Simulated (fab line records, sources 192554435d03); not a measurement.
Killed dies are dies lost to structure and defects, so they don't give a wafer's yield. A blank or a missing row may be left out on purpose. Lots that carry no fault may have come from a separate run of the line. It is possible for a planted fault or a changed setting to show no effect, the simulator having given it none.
Which tool is to blame? ; flow n5Finfet ; 11 lots with 33 wafers sampled at 4 steps, on a route of 1938 steps

== WHAT THE GAUGES SHOWED, per wafer ==
N5_BEOL_M14_INSPECT_55: inspects for defects (darkfield).
lot;measured;on;rawDefectCount
L373;day 11 16:19;defectInspect-02;61 80 69
L371;day 11 16:46;defectInspect-02;41 36 32
L372;day 11 22:37;defectInspect-01;51 44 69
L374;day 12 12:46;defectInspect-02;94 64 54
L375;day 12 13:05;defectInspect-02;98 78 62
L376;day 12 21:42;defectInspect-01;87 75 109
L380;day 13 16:20;defectInspect-01;59 61 63
L384;day 15 03:23;defectInspect-01;76 63 100
L392;day 16 14:41;defectInspect-02;81 69 60
L390;day 16 15:39;defectInspect-01;42 51 55
L393;day 17 05:07;defectInspect-02;87 62 45

N5_BEOL_M15_CD_MEAS_10 targets a cd of 360 nm.
lot;measured;on;cdNm (nm)
L373;day 11 17:02;cdSem-03;363.9 362.9 361.9
L371;day 11 17:21;cdSem-03;363.8 361.8 361.6
L372;day 11 23:20;cdSem-01;361.3 361.6 358.9
L374;day 12 13:22;cdSem-01;361.5 361.7 362.5
L375;day 12 13:40;cdSem-02;362.7 359.7 358.3
L376;day 12 22:25;cdSem-03;357.0 358.6 360.5
L380;day 13 17:02;cdSem-01;360.7 359.3 357.9
L384;day 15 04:09;cdSem-02;360.0 360.1 360.8
L392;day 16 15:23;cdSem-03;360.8 358.2 357.6
L390;day 16 16:14;cdSem-02;359.2 358.3 359.9
L393;day 17 05:42;cdSem-02;361.5 362.0 360.8

N5_BEOL_M15_OVL_MEAS_11.
lot;measured;on;V14_OVL (nm)
L373;day 11 17:04;overlay-01;4 1 12
L371;day 11 17:23;overlay-01;11 10 8
L372;day 11 23:22;overlay-01;-4 3 3
L374;day 12 13:23;overlay-02;-2 -8 -4
L375;day 12 13:42;overlay-02;7 5 7
L376;day 12 22:26;overlay-01;-4 0 4
L380;day 13 17:04;overlay-02;66 62 60
L384;day 15 04:10;overlay-01;68 67 71
L392;day 16 15:25;overlay-01;-6 0 -3
L390;day 16 16:16;overlay-02;10 12 7
L393;day 17 05:44;overlay-02;6 10 6

== TOOL THAT RAN EACH LOT (tool first, then ch and the chambers of the sampled wafers, then the start) ==
lot;N5_BEOL_M15_EXPOSE_07
L373;krfScanner-01 ch 0, day 11 16:52
L371;krfScanner-01 ch 0, day 11 17:11
L372;krfScanner-02 ch 0, day 11 23:10
L374;krfScanner-02 ch 0, day 12 13:11
L375;krfScanner-02 ch 0, day 12 13:30
L376;krfScanner-01 ch 0, day 12 22:14
L380;krfScanner-02 ch 0, day 13 16:52
L384;krfScanner-02 ch 0, day 15 03:59
L392;krfScanner-01 ch 0, day 16 15:13
L390;krfScanner-01 ch 0, day 16 16:04
L393;krfScanner-01 ch 0, day 17 05:32
- N5_BEOL_M15_EXPOSE_07: exposes mask V14.

== AS READ BY THE TOOLS THEMSELVES (means over the sampled wafers that have a number; for cases with no such wafer, the mark the record gives instead) ==
The record holds no such reading with a usual standard deviation.

== THE ANSWER, worked out from the rows above alone ==
Rule: the usual values come from the lots themselves. Put in order of their means at a reading, lots are off if they are a third of the lots or fewer, leave a main group of 4 or more, and stand apart from it by a gap of 3 or more times the standard deviation of the main group's means; of several such gaps the widest counts. A main group whose means are all the same, to the digits that the tables above print for the reading, isn't used. A lot without any number at a reading at which 4 lots or more have one is off too. All remaining lots with rows at the step are treated as sound. The gauges are gone through in route order, then the tools' own readings, and for those a lot's mean is taken as printed above. At the first step where some lot is off, the reading lying furthest off is the one used; lots without a number count as furthest.
Off: L380, L384, at N5_BEOL_M15_OVL_MEAS_11 (V14_OVL). Mean 4 nm and standard deviation 5.1 in the main group.
If a tool, at a process step before that reading, ran all the lots that are off and no sound lot after the first of them, it fits. Gauges at N5_BEOL_M15_OVL_MEAS_11: tried the same way as those tools. One fits: krfScanner-02 at N5_BEOL_M15_EXPOSE_07. Its last sound lot is L375 (day 12 13:30), its first lot that is off L380 (day 13 16:52): a fault that began between those two fits.

== WHAT THE SIMULATOR PUT IN ==
Scanner matching overlay: krfScanner-02, from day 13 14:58 on, at N5_BEOL_M15_EXPOSE_07. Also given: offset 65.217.
Struck lots among those shown: L380, L384. The same result came from the rule above.
